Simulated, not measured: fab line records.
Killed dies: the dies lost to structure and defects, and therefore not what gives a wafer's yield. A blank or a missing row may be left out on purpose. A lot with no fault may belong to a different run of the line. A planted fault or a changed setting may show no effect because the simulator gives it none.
Lot-split experiment | flow n5 finfet | 7 lots, 21 wafers read, on a route of 1938 steps

## THE SPLIT ITSELF
At N5_BEOL_M8_DESCUM_33 (chemistry O2, time 7 s), the setting time s was moved away from the recipe's 7 s on 10 of the 21 wafers read, by -17.2% to +21.0%. For the rest of the wafers, this setting stayed at what the recipe calls for.

## BETWEEN THE SPLIT AND THE READING: the file shows 1 step in between
- N5_BEOL_M8_ETCH_72: etches underlayer in N2/H2, target depth 6.5 nm, time 5.2 s

## THE READING
CAR-EUV_of_BEOL_M8_COAT_22.thk nm (the simulator's own value, which no gauge read), in nm, at N5_BEOL_M8_ETCH_65 (etches SiARC in CF4, target depth 15.6 nm, time 26 s). The file does not state a usual value for it. The 11 wafers here that ran the recipe average 11.1 nm, standard deviation 0.096 nm.

wafer  | tool, chamber at the split | time s as run, s | against the recipe | CAR-EUV_of_BEOL_M8_COAT_22.thk nm, nm | against lot-mates on the recipe
L074.2 | rie diel-05, 0,1           | 7                | recipe             | 11.2                                  | -
L074.3 | rie diel-05, 0,1           | 7                | recipe             | 11                                    | -
L074.5 | rie diel-05, 1             | 7.426            | +6.1%              | 10.8                                  | -0.3
L076.1 | rie diel-04, 0,1,2         | 6.086            | -13.1%             | 11.6                                  | no lot-mate on the recipe
L076.4 | rie diel-04, 0,1,2         | 6.086            | -13.1%             | 11.6                                  | no lot-mate on the recipe
L076.6 | rie diel-04, 0,1,2         | 6.086            | -13.1%             | 11.8                                  | no lot-mate on the recipe
L077.1 | rie diel-04, 0,1           | 5.798            | -17.2%             | 11.6                                  | +0.6
L077.3 | rie diel-04, 0,1           | 5.798            | -17.2%             | 11.6                                  | +0.6
L077.5 | rie diel-04, 0             | 7                | recipe             | 11                                    | -
L082.2 | rie diel-05, 3             | 8.171            | +16.7%             | 10.6                                  | -0.6
L082.3 | rie diel-05, 1             | 7                | recipe             | 11.2                                  | -
L082.6 | rie diel-05, 1             | 7                | recipe             | 11.2                                  | -
L086.1 | rie diel-05, 3             | 7                | recipe             | 11                                    | -
L086.2 | rie diel-05, 1,2           | 6.013            | -14.1%             | 11.4                                  | +0.4
L086.5 | rie diel-05, 1,2           | 6.013            | -14.1%             | 11.6                                  | +0.6
L091.1 | rie diel-05, 2,3,2         | 7                | recipe             | 11.2                                  | -
L091.2 | rie diel-05, 2,3,2         | 7                | recipe             | 11.2                                  | -
L091.6 | rie diel-05, 2,3,2         | 7                | recipe             | 11.2                                  | -
L097.1 | rie diel-04, 1             | 8.467            | +21.0%             | 10.4                                  | -0.7
L097.4 | rie diel-04, 2             | 7                | recipe             | 11.2                                  | -
L097.5 | rie diel-04, 0             | 7                | recipe             | 11                                    | -
Rows listing several chambers each stand for several wafers; the file does not say which wafer went through which chamber.

THE FIT
A straight line over all 21 wafers: CAR-EUV_of_BEOL_M8_COAT_22.thk nm changes by -0.033 nm for each +1% of time s; r = -0.95; the points scatter about the line by 0.11 nm.
The same after taking each lot's own level away (the mean of its wafers on the recipe; 18 wafers): -0.0352 nm for each +1%; r = -0.98; scatter 0.066 nm.
According to that fit, moving time s by its largest amount changes the reading by 0.74 nm.
The span of the lots' own levels, 11.00 to 11.20 nm, comes to 2.1 times the standard deviation stated above.
Hence the lot-to-lot level has little effect on the slope; both slopes agree.
Check: -0.761 nm against its lot-mates is what the line predicts for one of the wafers moved furthest among these (+21.0%) when that wafer is left out of the fit. It came out at -0.7 nm against them.

## ADDITIONAL SPLITS CARRIED BY THESE WAFERS
Before the reading, these wafers also passed through other splits. Each is held against what the fit with the lots' levels taken away leaves over:
other split on the same wafers | wafers away from the commonest value | r with CAR-EUV_of_BEOL_M8_COAT_22.thk nm (lot level and that fit taken away)
N5_BEOL_M5_ETCH_68 bias w      | 5                                    | -0.35
N5_BEOL_M5_VIA_ETCH_34 bias w  | 7                                    | -0.20
N5_BEOL_M7_COAT_60 spin rpm    | 7                                    | +0.21
N5_BEOL_M7_ETCH_61 source w    | 7                                    | -0.27

## THE WHOLE CHAIN: every reading that the file lists as answering this split, in the file's order
step                 | what it does                                                | reading                                                                            | change (the file's fit)                | r (the file's)
N5_BEOL_M8_DESCUM_33 | chemistry O2, time 7 s                                      | CAR-EUV_of_BEOL_M8_COAT_22.thk nm (the simulator's own value, which no gauge read) | -0.0391 nm for each +1% of the setting | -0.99
N5_BEOL_M8_ETCH_72   | etches underlayer in N2/H2, target depth 6.5 nm, time 5.2 s | CAR-EUV_of_BEOL_M8_COAT_22.thk nm (the simulator's own value, which no gauge read) | -0.0324 nm for each +1% of the setting | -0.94
N5_BEOL_M8_ETCH_65   | etches SiARC in CF4, target depth 15.6 nm, time 26 s        | CAR-EUV_of_BEOL_M8_COAT_22.thk nm (the simulator's own value, which no gauge read) | -0.0351 nm for each +1% of the setting | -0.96

## FILE'S OWN FIT
CAR-EUV_of_BEOL_M8_COAT_22.thk nm changes by -0.0351 nm for each +1% of time s, r = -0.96.
